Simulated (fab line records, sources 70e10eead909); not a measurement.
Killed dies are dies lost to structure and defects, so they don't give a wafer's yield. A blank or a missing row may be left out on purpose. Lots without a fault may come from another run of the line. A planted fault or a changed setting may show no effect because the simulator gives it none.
Chamber matching | flow nand_harc | NHARC_A_STAIRCASE_DEP_322 on pecvd-01: 3 sister chambers
The step deposits SiO2, target thk 3800 nm. 3 wafers are shown with their chamber, then 8 later ones without.

WAFERS WITH THEIR CHAMBER
wafer  | chamber | heater_power_w (W)
L085.2 | 1       | 549
L085.3 | 2       | 651
L086.1 | 0       | 735

WAFERS WITHOUT THEIR CHAMBER
wafer  | heater_power_w (W)
L086.2 | 638
L086.6 | 523
L091.2 | 557
L091.3 | 615
L091.5 | 652
L094.2 | 640
L094.3 | 633
L094.5 | 518

WHICH CHAMBER EACH WENT THROUGH
wafer  | from the rows above     | in truth
L086.2 | 2                       | 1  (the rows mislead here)
L086.6 | 1                       | 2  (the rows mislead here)
L091.2 | 1                       | 1
L091.3 | can't be placed: 2 or 1 | 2
L091.5 | 2                       | 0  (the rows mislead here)
L094.2 | 2                       | 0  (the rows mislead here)
L094.3 | 2                       | 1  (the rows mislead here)
L094.5 | 1                       | 1
Placed correctly: 2 of 8. Can't be placed from these rows: 1 (the true chamber is among the candidates in 1). Placed wrongly: 5.
How it was worked out, from the rows above alone: a wafer's distance from a chamber is the root of the sum, over the readings, of the square of ((its reading less the chamber's mean) divided by the reading's scatter). The wafer belongs to the nearest chamber; if the next one is less than 2 further off, it can't be placed. A chamber's mean is the mean of its shown wafers. The scatter: with one shown wafer a chamber, the root of the mean of the squares of how far each hidden wafer lies from its nearest shown one.
